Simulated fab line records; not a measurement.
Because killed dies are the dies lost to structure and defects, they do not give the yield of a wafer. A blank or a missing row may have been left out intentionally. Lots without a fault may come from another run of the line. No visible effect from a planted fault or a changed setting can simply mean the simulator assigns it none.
fab line records	flow n5_finfet
[record] lots = 24	wafers = 72	last_day = 21
route steps=1938 shown BEOL_M3@954
lots with no fault: from the same line, run without faults
start_h: the number of hours between the record's first day and the start of the first shown wafer of the lot	wait_h: time in hours since the lot's previous step	" repeats the value in the row above	L1.1+2: one row covering several wafers at once	- either no value or no given start	* or withheld: withheld	< > ~ a bound
route shown NAME@n: NAME is a module with steps in the file, n the number in the route of the first one	usual: mean and standard deviation over wafers with no fault	same: alike in all rows	chamber/n: place in a boat	sites: readings site by site	_std_site: how widely they spread, as a standard deviation	_edge_site: outer sites' mean less inner sites'	radius_mm: for every site, how far away it sits from the centre of the wafer	mask NAME#n: copy n	behind: the tool/chamber that last shaped the wafer	hold: what put the lot on hold/how long, in hours/how the hold closed	device: the n, p or np transistor that did not switch	end of line: at the end of the route, the tests of the same wafers	a step given without rows: its recipe and nothing more	killed: dies that structure and defects cost at the first sort, which is not the same as the wafer's yield	map: shows each die of a wafer: x if killed, . if not, _ if none is there
set.NAME: the setting that was run; set.NAME@STEP: the one run at that earlier step	model.NAME: the simulator's own value behind a step, which no gauge read
steps of the route over a sample of lots; a table a step, a row a wafer
services: from which hour (start_h, from the record's first day; less than 0 if before it) a tool's chamber was out of use, for how many hours, and why
[[steps]]
[step N5_BEOL_M3_HM_OPEN_17]
[recipe] chemistry = Cl2/BCl3	target_depth_a = 200	overetch_a = 60	target = TiN	mask_material = SOC	ion_energy_ev = 150	pressure_mtorr = 10	icp_w = 1000	bias_w = 126	Cl2_flow_sccm = 53.25	bcl3_flow_sccm = 21.75	Ar_flow_sccm = 25
[usual] chamber_pressure_mTorr = 10.001/0.0097	drypump_motor_current_A = 5.7/0.45	oes_product_au = 0.65/0.076	throttle_valve_pct = 22.16/0.29
lot.wafer	tool	chamber	start_h	wait_h	chamber_pressure_mTorr	drypump_motor_current_A	oes_product_au	rf_hours_counter_h	throttle_valve_pct
L074.3	rie_metal-01	1	174.79	0.1	10.019	5.9	0.51	-	22.29
L074.4	"	0	"	"	10.001	5.0	0.69	-	22.05
L074.6	"	0	"	"	9.996	5.0	0.69	-	22.04
L075.1	rie_metal-02	0	184.03	0.0	10.000	6.1	0.59	73	22.62
L075.3	"	0	"	"	9.992	6.1	0.60	-	22.61
L075.6	"	0	"	"	10.004	6.1	0.60	-	22.62
L076.1	rie_metal-03	1	195.38	0.0	10.003	5.6	0.63	60	22.14
L076.4	"	0	"	"	10.010	5.7	0.65	-	21.83
L076.6	"	1	"	"	10.008	5.6	0.64	-	22.15
L077.3	rie_metal-03	0	202.44	0.1	9.983	5.7	0.66	-	21.82
L077.5	"	0	"	"	9.993	5.7	0.65	-	21.83
L077.6	"	1	"	"	10.000	5.6	0.64	-	22.12
L078.2	rie_metal-01	0	208.25	0.1	10.005	5.0	0.68	-	22.05
L078.4	"	0	"	"	10.005	5.0	0.68	-	22.05
L078.6	"	0	"	"	9.988	5.0	0.67	-	22.04
L079.2	rie_metal-01	0	218.10	0.1	10.022	5.0	0.67	-	22.06
L079.3	"	0	"	"	9.998	5.0	0.66	-	22.07
L079.4	"	0	"	"	10.005	5.0	0.67	-	22.07
L080.2	rie_metal-01	0	218.37	0.1	10.007	5.0	0.66	-	22.04
L080.3	"	0	"	"	10.002	5.0	0.67	-	22.08
L080.5	"	0	"	"	9.995	5.0	0.67	-	22.06
L081.1	rie_metal-02	1	222.67	0.0	9.996	6.0	0.51	125	22.31
L081.2	"	0	"	"	10.011	6.1	0.59	74	22.62
L081.5	"	1	"	"	10.009	6.0	0.51	-	22.31
L083.2	rie_metal-02	0	224.04	0.0	10.003	6.1	0.59	74	22.61
L083.3	"	1	"	"	9.984	6.0	0.51	-	22.32
L083.4	"	0	"	"	10.011	6.1	0.60	-	22.63
L082.2	rie_metal-02	0	230.83	0.1	9.996	6.1	0.61	-	22.61
L082.5	"	0	"	"	10.000	6.2	0.60	-	22.61
L082.6	"	0	"	"	10.008	6.2	0.60	-	22.60
L084.2	rie_metal-03	1	237.00	0.0	9.996	5.6	0.64	63	22.12
L084.4	"	0	"	"	10.004	5.7	0.65	-	21.85
L084.5	"	1	"	"	10.016	5.6	0.63	-	22.14
L085.1	rie_metal-02	0	241.59	0.0	9.999	6.1	0.59	76	22.60
L085.2	"	0	"	"	9.985	6.2	0.59	-	22.63
L085.3	"	0	"	"	10.005	6.2	0.60	-	22.60
L086.3	rie_metal-01	0	241.83	0.1	9.993	5.0	0.66	-	22.06
L086.4	"	1	"	"	10.004	5.9	0.82	-	21.73
L086.5	"	1	"	"	10.009	5.9	0.82	-	21.75
L088.3	rie_metal-03	0	250.86	0.1	10.012	5.8	0.65	-	21.86
L088.5	"	0	"	"	9.983	5.7	0.65	-	21.85
L088.6	"	1	"	"	9.999	5.6	0.63	-	22.13
L089.2	rie_metal-01	1	250.93	0.0	9.993	5.9	0.80	2	21.76
L089.4	"	1	"	"	10.005	5.9	0.80	-	21.76
L089.6	"	1	"	"	10.008	5.9	0.82	-	21.76
L087.2	rie_metal-02	0	267.93	0.0	10.029	6.2	0.58	79	22.65
L087.3	"	0	"	"	10.000	6.2	0.59	-	22.61
L087.5	"	0	"	"	10.008	6.2	0.59	-	22.63
L091.1	rie_metal-03	0	282.01	0.0	10.001	5.7	0.64	48	21.84
L091.2	"	1	"	"	9.988	5.6	0.62	67	22.15
L091.4	"	1	"	"	9.997	5.6	0.64	-	22.12
L090.2	rie_metal-02	0	282.27	0.0	10.003	6.2	0.58	80	22.62
L090.4	"	0	"	"	9.990	6.1	0.58	-	22.65
L090.5	"	1	"	"	9.997	6.1	0.79	-	22.28
L092.1	rie_metal-01	1	293.65	0.0	10.002	5.9	0.78	8	21.75
L092.4	"	1	"	"	10.010	5.9	0.77	-	21.77
L092.6	"	0	"	"	9.992	5.0	0.65	-	22.08
L093.1	rie_metal-03	1	294.92	0.0	10.003	5.6	0.62	68	22.16
L093.5	"	1	"	"	10.003	5.7	0.62	-	22.16
L093.6	"	0	"	"	10.005	5.8	0.65	-	21.84
L094.2	rie_metal-01	1	317.80	0.0	10.014	5.9	0.76	10	21.75
L094.3	"	1	"	"	10.006	5.9	0.76	-	21.76
L094.4	"	0	"	"	9.999	5.0	0.65	-	22.08
L097.1	rie_metal-01	1	323.08	0.0	10.003	5.9	0.76	10	21.77
L097.2	"	0	"	"	10.015	5.0	0.64	48	22.08
L097.4	"	0	"	"	10.007	5.0	0.65	-	22.08
L095.2	rie_metal-02	1	323.28	0.0	9.997	6.0	0.74	9	22.31
L095.3	"	1	"	"	10.004	6.0	0.76	-	22.28
L095.5	"	0	"	"	10.010	6.2	0.58	-	22.65
L096.2	rie_metal-01	1	324.65	0.0	10.013	5.9	0.76	11	21.78
L096.3	"	1	"	"	10.007	5.9	0.74	-	21.79
L096.4	"	0	"	"	10.000	5.0	0.63	-	22.10
[step N5_BEOL_M3_ETCH_41]
[recipe] chemistry = CH3F/O2	target = SiCN	target_depth_a = 299	taper_deg = 2	time_s = 52.5	ion_energy_ev = 120	mask_material = TiN	pressure_mtorr = 30	source_w = 395	bias_w = 75	Ar_flow_sccm = 150	CH3F_flow_sccm = 30	O2_flow_sccm = 20
[usual] chamber_pressure_mTorr = 30.000/0.028	drypump_motor_current_A = 5.7/0.38	oes_product_au = 0.81/0.084	rf_vpp_V = 297.6/1.7	showerhead_plenum_p_Torr = 2.01/0.068	throttle_valve_pct = 16.22/0.22
lot.wafer	tool	chamber	start_h	wait_h	chamber_pressure_mTorr	drypump_motor_current_A	oes_product_au	rf_hours_counter_h	rf_vpp_V	showerhead_plenum_p_Torr	throttle_valve_pct
L074.3	rie_diel-06	0	-	-	30.007	6.2	0.81	83	295.8	2.01	16.06
L074.4	"	3	"	"	30.022	5.4	0.89	27	298.3	1.96	16.20
L074.6	"	2	"	"	30.027	5.2	0.89	-	297.4	2.06	15.96
L075.1	rie_diel-06	0	-	-	29.988	6.2	0.81	84	297.4	2.01	16.09
L075.3	"	1	"	"	30.021	5.5	0.69	222	300.4	2.04	16.40
L075.6	"	3	"	"	29.998	5.4	0.90	-	298.1	1.96	16.18
L076.1	rie_diel-03	2	-	-	30.000	6.3	0.87	61	298.9	2.09	16.00
L076.4	"	3	"	"	29.958	5.1	0.91	33	300.4	2.14	16.21
L076.6	"	0	"	"	29.921	6.1	0.84	-	297.8	2.00	15.92
L077.3	rie_diel-03	0	-	-	29.974	6.2	0.83	120	298.8	2.00	15.92
L077.5	"	0	"	"	30.029	6.2	0.83	-	297.7	2.00	15.92
L077.6	"	1	"	"	29.975	5.8	0.71	-	298.9	2.05	16.80
L080.2	rie_diel-02	3	-	-	29.968	5.9	0.74	178	298.5	2.06	16.25
L080.3	"	0	"	"	29.992	5.8	0.66	246	296.7	1.99	16.72
L080.5	"	0	"	"	30.028	5.8	0.66	-	299.3	1.99	16.72
L081.1	rie_diel-02	3	-	-	30.014	5.8	0.73	179	299.0	2.06	16.27
L081.2	"	1	"	"	29.955	5.4	0.78	132	295.1	1.94	16.19
L081.5	"	3	"	"	29.962	5.9	0.74	-	300.2	2.06	16.25
L079.2	rie_diel-03	0	-	-	29.997	6.1	0.84	124	297.3	2.00	15.92
L079.3	"	1	"	"	30.067	5.7	0.71	226	299.5	2.05	16.81
L079.4	"	3	"	"	30.050	5.2	0.90	38	299.3	2.14	16.22
L078.2	rie_diel-06	0	-	-	30.040	6.2	0.80	96	297.3	2.01	16.10
L078.4	"	2	"	"	29.992	5.2	0.86	32	297.9	2.06	15.99
L078.6	"	0	"	"	29.991	6.2	0.79	-	297.7	2.01	16.10
L083.2	rie_diel-06	2	-	-	29.953	5.2	0.87	35	299.6	2.06	16.00
L083.3	"	0	"	"	30.040	6.2	0.78	98	297.3	2.01	16.11
L083.4	"	1	"	"	30.024	5.5	0.67	-	298.3	2.04	16.43
L082.2	rie_diel-02	3	-	-	29.986	5.9	0.73	187	299.3	2.06	16.28
L082.5	"	1	"	"	30.023	5.4	0.77	-	293.6	1.94	16.20
L082.6	"	3	"	"	30.023	5.9	0.73	-	299.3	2.06	16.26
L084.2	rie_diel-06	2	-	-	30.010	5.2	0.84	40	296.9	2.05	16.00
L084.4	"	1	"	"	30.014	5.4	0.66	242	297.7	2.04	16.44
L084.5	"	3	"	"	29.997	5.4	0.87	-	297.1	1.95	16.22
L085.1	rie_diel-03	1	-	-	30.017	5.8	0.70	236	296.5	2.05	16.83
L085.2	"	2	"	"	29.972	6.2	0.84	75	299.2	2.08	16.02
L085.3	"	3	"	"	29.964	5.2	0.88	47	298.5	2.13	16.25
L086.3	rie_diel-02	1	-	-	29.984	5.4	0.77	143	295.8	1.93	16.18
L086.4	"	3	"	"	30.029	5.9	0.73	190	299.4	2.06	16.27
L086.5	"	1	"	"	29.978	5.4	0.76	-	295.4	1.93	16.20
L088.3	rie_diel-06	2	-	-	29.957	5.2	0.86	43	298.1	2.05	16.00
L088.5	"	1	"	"	30.014	5.5	0.66	-	297.8	2.04	16.45
L088.6	"	0	"	"	30.025	6.2	0.78	-	295.9	2.00	16.11
L089.2	rie_diel-06	1	-	-	30.047	5.5	0.66	248	298.9	2.04	16.43
L089.4	"	0	"	"	30.039	6.2	0.78	109	296.9	2.00	16.12
L089.6	"	0	"	"	30.007	6.2	0.78	-	298.8	2.00	16.11
L087.2	rie_diel-06	0	-	-	30.004	6.3	0.79	115	297.1	2.00	16.13
L087.3	"	3	"	"	30.011	5.4	0.87	55	297.2	1.95	16.23
L087.5	"	0	"	"	30.020	6.3	0.78	-	298.8	2.00	16.14
L091.1	rie_diel-02	3	-	-	30.032	5.9	0.73	200	298.6	2.05	16.30
L091.2	"	2	"	"	29.998	5.6	0.75	168	296.4	1.85	16.46
L091.4	"	0	"	"	30.022	5.7	0.97	12	295.2	1.98	16.27
L090.2	rie_diel-03	3	-	-	29.958	5.2	0.86	62	299.0	2.13	16.27
L090.4	"	0	"	"	30.014	6.2	0.81	-	297.7	1.99	15.98
L090.5	"	3	"	"	30.013	5.2	0.87	-	299.8	2.13	16.27
L093.1	rie_diel-03	0	-	-	29.971	6.2	0.80	150	297.3	1.99	15.97
L093.5	"	3	"	"	30.037	5.2	0.86	-	300.9	2.13	16.27
L093.6	"	0	"	"	29.989	6.1	0.81	-	298.3	1.99	15.98
L092.1	rie_diel-06	3	-	-	29.999	5.4	0.85	66	295.9	1.94	16.26
L092.4	"	1	"	"	29.992	5.5	1.03	3	298.6	2.03	15.88
L092.6	"	0	"	"	29.983	6.3	0.77	-	297.0	2.00	16.14
L094.2	rie_diel-02	0	-	-	29.999	5.7	0.93	23	295.6	1.98	16.30
L094.3	"	2	"	"	30.022	5.7	0.75	181	292.3	1.84	16.49
L094.4	"	3	"	"	29.988	5.9	0.72	212	298.5	2.05	16.35
L097.1	rie_diel-02	3	-	-	30.048	5.9	0.71	215	298.7	2.05	16.34
L097.2	"	2	"	"	30.012	5.6	0.75	184	294.3	1.84	16.49
L097.4	"	0	"	"	29.948	5.8	0.94	26	296.1	1.98	16.32
L095.2	rie_diel-03	1	-	-	29.988	5.8	0.96	7	297.7	2.04	16.37
L095.3	"	0	"	"	30.021	6.1	0.79	161	297.6	1.98	16.00
L095.5	"	3	"	"	29.991	5.2	0.85	-	298.8	2.12	16.28
L096.2	rie_diel-03	2	-	-	29.987	6.2	0.82	105	299.1	2.07	16.08
L096.3	"	3	"	"	30.017	5.2	0.85	76	299.8	2.12	16.28
L096.4	"	0	"	"	30.041	6.2	0.79	161	297.1	1.98	16.00
[step N5_BEOL_M3_OCD_MEAS_38]
[usual] trench_depth_nm = 56.2/1.7
lot.wafer	tool	chamber	start_h	wait_h	trench_depth_nm
L074.3	ocd-02	-	186.50	-	55.6
L074.4	"	-	"	"	55.5
L074.6	"	-	"	"	54.6
L075.1	ocd-02	-	190.77	-	56.3
L075.3	"	-	"	"	53.3
L075.6	"	-	"	"	55.2
L076.1	ocd-01	-	207.60	-	57.0
L076.4	"	-	"	"	56.3
L076.6	"	-	"	"	59.4
L077.3	ocd-02	-	212.93	-	60.5
L077.5	"	-	"	"	60.8
L077.6	"	-	"	"	56.3
L080.2	ocd-02	-	223.39	-	54.8
L080.3	"	-	"	"	54.5
L080.5	"	-	"	"	54.6
L081.1	ocd-02	-	224.63	-	55.0
L081.2	"	-	"	"	55.5
L081.5	"	-	"	"	55.0
L079.2	ocd-02	-	226.45	-	60.5
L079.3	"	-	"	"	56.5
L079.4	"	-	"	"	56.5
L078.2	ocd-02	-	230.74	-	54.7
L078.4	"	-	"	"	55.5
L078.6	"	-	"	"	56.0
L083.2	ocd-01	-	236.03	-	55.9
L083.3	"	-	"	"	55.8
L083.4	"	-	"	"	53.0
L082.2	ocd-02	-	245.96	-	55.4
L082.5	"	-	"	"	55.9
L082.6	"	-	"	"	55.0
L084.2	ocd-02	-	250.41	-	54.5
L084.4	"	-	"	"	53.4
L084.5	"	-	"	"	56.4
L085.1	ocd-01	-	250.61	-	56.0
L085.2	"	-	"	"	56.4
L085.3	"	-	"	"	55.5
L086.3	ocd-02	-	254.59	-	56.9
L086.4	"	-	"	"	55.5
L086.5	"	-	"	"	55.9
L088.3	ocd-01	-	258.46	-	55.4
L088.5	"	-	"	"	53.8
L088.6	"	-	"	"	56.1
L089.2	ocd-01	-	261.87	-	54.1
L089.4	"	-	"	"	55.9
L089.6	"	-	"	"	56.5
L087.2	ocd-01	-	276.71	-	56.0
L087.3	"	-	"	"	55.9
L087.5	"	-	"	"	55.8
L091.1	ocd-02	-	283.45	-	55.8
L091.2	"	-	"	"	55.6
L091.4	"	-	"	"	57.6
L090.2	ocd-02	-	294.84	-	55.7
L090.4	"	-	"	"	60.2
L090.5	"	-	"	"	55.8
L093.1	ocd-02	-	300.07	-	59.8
L093.5	"	-	"	"	56.1
L093.6	"	-	"	"	60.7
L092.1	ocd-02	-	305.02	-	55.2
L092.4	"	-	"	"	57.9
L092.6	"	-	"	"	55.5
L094.2	ocd-01	-	322.51	-	56.9
L094.3	"	-	"	"	55.5
L094.4	"	-	"	"	55.4
L097.1	ocd-02	-	330.91	-	56.1
L097.2	"	-	"	"	55.6
L097.4	"	-	"	"	55.7
L095.2	ocd-01	-	337.40	-	56.1
L095.3	"	-	"	"	60.2
L095.5	"	-	"	"	57.0
L096.2	ocd-01	-	338.69	-	56.6
L096.3	"	-	"	"	56.5
L096.4	"	-	"	"	59.1
[step N5_BEOL_M3_SPUTTER_79]
[recipe] material = Cu	target_thk_a = 45	temp_c = -20	chamber_pressure_pa = 0.07	power_w = withheld	time_s = 8.29
[usual] throttle_valve_pct = 30.4/0.7
lot.wafer	tool	chamber	start_h	wait_h	throttle_valve_pct
L074.3	pvd_sputter-03	-	188.72	0.1	31.9
L074.4	"	-	"	"	30.5
L074.6	"	-	"	"	30.1
L075.1	pvd_sputter-02	-	192.12	0.1	30.2
L075.3	"	-	"	"	30.6
L075.6	"	-	"	"	30.0
L076.1	pvd_sputter-01	-	208.59	0.1	31.0
L076.4	"	-	"	"	30.2
L076.6	"	-	"	"	30.4
L077.3	pvd_sputter-03	-	214.57	0.1	30.2
L077.5	"	-	"	"	30.6
L077.6	"	-	"	"	31.9
L080.2	pvd_sputter-01	-	225.41	0.1	30.8
L080.3	"	-	"	"	30.5
L080.5	"	-	"	"	30.4
L081.1	pvd_sputter-01	-	227.53	0.1	30.3
L081.2	"	-	"	"	30.0
L081.5	"	-	"	"	31.0
L079.2	pvd_sputter-03	-	227.96	0.1	30.6
L079.3	"	-	"	"	29.2
L079.4	"	-	"	"	30.3
L078.2	pvd_sputter-03	-	234.10	1.9	30.6
L078.4	"	-	"	"	30.1
L078.6	"	-	"	"	30.3
L083.2	pvd_sputter-03	-	239.14	0.1	30.8
L083.3	"	-	"	"	30.1
L083.4	"	-	"	"	32.0
L082.2	pvd_sputter-03	-	247.22	0.1	31.8
L082.5	"	-	"	"	30.3
L082.6	"	-	"	"	31.7
L084.2	pvd_sputter-02	-	252.36	0.1	30.2
L084.4	"	-	"	"	29.7
L084.5	"	-	"	"	30.3
L085.1	pvd_sputter-01	-	252.48	0.1	30.2
L085.2	"	-	"	"	30.3
L085.3	"	-	"	"	30.3
L086.3	pvd_sputter-01	-	255.68	0.1	30.9
L086.4	"	-	"	"	30.7
L086.5	"	-	"	"	30.9
L088.3	pvd_sputter-03	-	260.32	0.1	30.0
L088.5	"	-	"	"	30.7
L088.6	"	-	"	"	32.1
L089.2	pvd_sputter-02	-	264.76	0.1	30.1
L089.4	"	-	"	"	30.7
L089.6	"	-	"	"	29.9
L087.2	pvd_sputter-01	-	278.15	0.1	31.1
L087.3	"	-	"	"	29.9
L087.5	"	-	"	"	31.2
L091.1	pvd_sputter-03	-	284.93	0.1	29.3
L091.2	"	-	"	"	32.3
L091.4	"	-	"	"	30.1
L090.2	pvd_sputter-01	-	298.23	0.1	29.9
L090.4	"	-	"	"	30.3
L090.5	"	-	"	"	30.5
L093.1	pvd_sputter-01	-	303.36	0.1	31.1
L093.5	"	-	"	"	30.3
L093.6	"	-	"	"	31.0
L092.1	pvd_sputter-03	-	306.38	0.1	30.2
L092.4	"	-	"	"	30.8
L092.6	"	-	"	"	30.0
L094.2	pvd_sputter-01	-	324.12	0.1	30.1
L094.3	"	-	"	"	31.1
L094.4	"	-	"	"	30.3
L097.1	pvd_sputter-01	-	333.00	0.1	30.7
L097.2	"	-	"	"	31.2
L097.4	"	-	"	"	29.9
L095.2	pvd_sputter-01	-	339.47	0.1	30.2
L095.3	"	-	"	"	30.9
L095.5	"	-	"	"	31.1
L096.2	pvd_sputter-03	-	339.86	0.1	32.0
L096.3	"	-	"	"	29.2
L096.4	"	-	"	"	30.1
[step N5_BEOL_M3_ANNEAL_89]
[recipe] temp_c = 400	time_s = 240	ambient = vacuum
[usual] heater_power_w = 808/58	susceptor_temp_C_max = 401.0/0.45
lot.wafer	tool	chamber	start_h	wait_h	heater_power_w	susceptor_temp_C_max
L074.3	pvd_sputter-03	-	189.46	0.0	762	400.8
L074.4	"	-	"	"	738	400.7
L074.6	"	-	"	"	811	401.8
L075.1	pvd_sputter-02	-	192.86	0.0	1014	401.0
L075.3	"	-	"	"	771	401.2
L075.6	"	-	"	"	791	402.1
L076.1	pvd_sputter-01	-	209.33	0.0	784	400.7
L076.4	"	-	"	"	831	401.0
L076.6	"	-	"	"	847	400.6
L077.3	pvd_sputter-03	-	215.31	0.0	822	402.8
L077.5	"	-	"	"	729	401.1
L077.6	"	-	"	"	759	401.2
L080.2	pvd_sputter-01	-	226.15	0.0	798	400.9
L080.3	"	-	"	"	847	400.8
L080.5	"	-	"	"	845	401.3
L081.1	pvd_sputter-01	-	228.27	0.0	824	400.9
L081.2	"	-	"	"	815	400.8
L081.5	"	-	"	"	803	400.5
L079.2	pvd_sputter-03	-	228.70	0.0	753	400.9
L079.3	"	-	"	"	808	400.2
L079.4	"	-	"	"	819	401.8
L078.2	pvd_sputter-03	-	234.84	0.0	746	401.0
L078.4	"	-	"	"	828	401.8
L078.6	"	-	"	"	790	401.6
L083.2	pvd_sputter-03	-	239.88	0.0	747	401.2
L083.3	"	-	"	"	811	402.2
L083.4	"	-	"	"	734	400.9
L082.2	pvd_sputter-03	-	247.96	0.0	753	401.0
L082.5	"	-	"	"	747	401.0
L082.6	"	-	"	"	745	400.9
L084.2	pvd_sputter-02	-	253.10	0.0	812	402.2
L084.4	"	-	"	"	992	400.3
L084.5	"	-	"	"	783	401.9
L085.1	pvd_sputter-01	-	253.22	0.0	787	401.7
L085.2	"	-	"	"	832	401.2
L085.3	"	-	"	"	839	401.0
L086.3	pvd_sputter-01	-	256.42	0.0	778	401.2
L086.4	"	-	"	"	852	401.2
L086.5	"	-	"	"	786	400.8
L088.3	pvd_sputter-03	-	261.06	0.0	838	401.7
L088.5	"	-	"	"	739	400.6
L088.6	"	-	"	"	746	400.9
L089.2	pvd_sputter-02	-	265.50	0.0	1024	400.6
L089.4	"	-	"	"	780	400.5
L089.6	"	-	"	"	1013	400.7
L087.2	pvd_sputter-01	-	278.89	0.0	803	401.1
L087.3	"	-	"	"	793	400.9
L087.5	"	-	"	"	807	400.7
L091.1	pvd_sputter-03	-	285.67	0.0	796	400.2
L091.2	"	-	"	"	737	400.3
L091.4	"	-	"	"	801	402.2
L090.2	pvd_sputter-01	-	298.97	0.0	794	401.3
L090.4	"	-	"	"	824	400.6
L090.5	"	-	"	"	845	401.0
L093.1	pvd_sputter-01	-	304.10	0.0	802	400.6
L093.5	"	-	"	"	851	400.7
L093.6	"	-	"	"	785	400.5
L092.1	pvd_sputter-03	-	307.12	0.0	796	401.1
L092.4	"	-	"	"	743	400.8
L092.6	"	-	"	"	839	401.4
L094.2	pvd_sputter-01	-	324.86	0.0	843	400.9
L094.3	"	-	"	"	795	400.9
L094.4	"	-	"	"	847	401.4
L097.1	pvd_sputter-01	-	333.74	0.0	852	401.6
L097.2	"	-	"	"	805	400.6
L097.4	"	-	"	"	810	401.2
L095.2	pvd_sputter-01	-	340.21	0.0	836	401.3
L095.3	"	-	"	"	797	401.0
L095.5	"	-	"	"	796	400.9
L096.2	pvd_sputter-03	-	340.60	0.0	764	401.1
L096.3	"	-	"	"	792	400.8
L096.4	"	-	"	"	817	401.3
[step N5_BEOL_M3_ANNEAL_93]
[recipe] temp_c = 400	time_s = 240	ambient = vacuum
[usual] heater_power_w = 808/60	susceptor_temp_C_max = 401.1/0.45
lot.wafer	tool	chamber	start_h	wait_h	heater_power_w	susceptor_temp_C_max
L074.3	pvd_sputter-03	-	189.90	0.0	735	400.8
L074.4	"	-	"	"	730	400.9
L074.6	"	-	"	"	823	402.4
L075.1	pvd_sputter-02	-	193.30	0.0	1021	400.8
L075.3	"	-	"	"	791	401.1
L075.6	"	-	"	"	793	401.4
L076.1	pvd_sputter-01	-	209.77	0.0	792	400.4
L076.4	"	-	"	"	842	400.9
L076.6	"	-	"	"	850	401.1
L077.3	pvd_sputter-03	-	215.75	0.0	800	401.8
L077.5	"	-	"	"	737	400.7
L077.6	"	-	"	"	764	401.2
L080.2	pvd_sputter-01	-	226.59	0.0	796	401.0
L080.3	"	-	"	"	839	401.1
L080.5	"	-	"	"	839	401.9
L081.1	pvd_sputter-01	-	228.71	0.0	835	400.9
L081.2	"	-	"	"	793	401.8
L081.5	"	-	"	"	797	400.4
L079.2	pvd_sputter-03	-	229.14	0.0	738	400.9
L079.3	"	-	"	"	784	400.3
L079.4	"	-	"	"	801	401.8
L078.2	pvd_sputter-03	-	235.28	0.0	726	401.2
L078.4	"	-	"	"	833	401.6
L078.6	"	-	"	"	803	401.2
L083.2	pvd_sputter-03	-	240.32	0.0	750	400.8
L083.3	"	-	"	"	828	401.8
L083.4	"	-	"	"	740	400.9
L082.2	pvd_sputter-03	-	248.40	0.0	732	400.9
L082.5	"	-	"	"	726	401.1
L082.6	"	-	"	"	763	401.1
L084.2	pvd_sputter-02	-	253.54	0.0	793	401.9
L084.4	"	-	"	"	973	401.3
L084.5	"	-	"	"	788	401.7
L085.1	pvd_sputter-01	-	253.66	0.0	804	401.4
L085.2	"	-	"	"	831	401.3
L085.3	"	-	"	"	836	401.6
L086.3	pvd_sputter-01	-	256.86	0.0	789	400.6
L086.4	"	-	"	"	849	401.3
L086.5	"	-	"	"	804	400.7
L088.3	pvd_sputter-03	-	261.50	0.0	821	401.6
L088.5	"	-	"	"	721	401.4
L088.6	"	-	"	"	749	400.9
L089.2	pvd_sputter-02	-	265.94	0.0	1014	400.7
L089.4	"	-	"	"	777	401.1
L089.6	"	-	"	"	1040	401.1
L087.2	pvd_sputter-01	-	279.33	0.0	810	400.7
L087.3	"	-	"	"	793	401.8
L087.5	"	-	"	"	794	400.7
L091.1	pvd_sputter-03	-	286.11	0.0	811	400.2
L091.2	"	-	"	"	743	400.8
L091.4	"	-	"	"	806	401.4
L090.2	pvd_sputter-01	-	299.41	0.0	780	400.8
L090.4	"	-	"	"	850	401.4
L090.5	"	-	"	"	817	401.8
L093.1	pvd_sputter-01	-	304.54	0.0	816	400.9
L093.5	"	-	"	"	839	400.7
L093.6	"	-	"	"	796	400.5
L092.1	pvd_sputter-03	-	307.56	0.0	827	401.9
L092.4	"	-	"	"	730	401.6
L092.6	"	-	"	"	812	401.6
L094.2	pvd_sputter-01	-	325.30	0.0	841	400.9
L094.3	"	-	"	"	781	400.9
L094.4	"	-	"	"	860	401.2
L097.1	pvd_sputter-01	-	334.18	0.0	829	401.6
L097.2	"	-	"	"	800	400.7
L097.4	"	-	"	"	802	401.6
L095.2	pvd_sputter-01	-	340.65	0.0	856	401.1
L095.3	"	-	"	"	769	400.7
L095.5	"	-	"	"	801	400.9
L096.2	pvd_sputter-03	-	341.04	0.0	744	401.4
L096.3	"	-	"	"	789	400.3
L096.4	"	-	"	"	787	401.9
[[services]]
tool	chamber	start_h	hours	kind
pvd_sputter-03	-	175.65	1.1	repair
pvd_sputter-02	-	184.70	1.4	repair
rie_metal-02	0	195.10	26.1	repair
rie_diel-02	1	203.70	9.6	repair
rie_metal-01	1	207.18	-	clean
rie_metal-01	1	207.18	17.1	scheduled_down
rie_metal-01	1	207.18	17.1	vent_cycle
rie_diel-02	0	216.37	5.1	repair
rie_metal-02	1	225.00	-	clean
rie_metal-02	1	225.00	18.0	scheduled_down
rie_metal-02	1	225.00	18.0	vent_cycle
rie_metal-02	-	229.43	0.2	repair
rie_metal-03	-	249.34	0.5	repair
rie_diel-06	1	270.24	-	clean
rie_diel-06	1	270.24	-	consumable_replace:focus_ring
rie_diel-06	1	270.24	24.8	scheduled_down
rie_diel-06	1	270.24	24.8	vent_cycle
rie_metal-02	0	280.06	1.3	repair
rie_diel-03	1	291.62	-	clean
rie_diel-03	1	291.62	-	consumable_replace:focus_ring
rie_metal-03	-	319.56	0.5	repair
rie_diel-03	1	329.37	6.6	repair
rie_metal-02	-	338.13	0.9	repair
rie_diel-03	1	340.94	8.2	repair
[[key]]
fault none
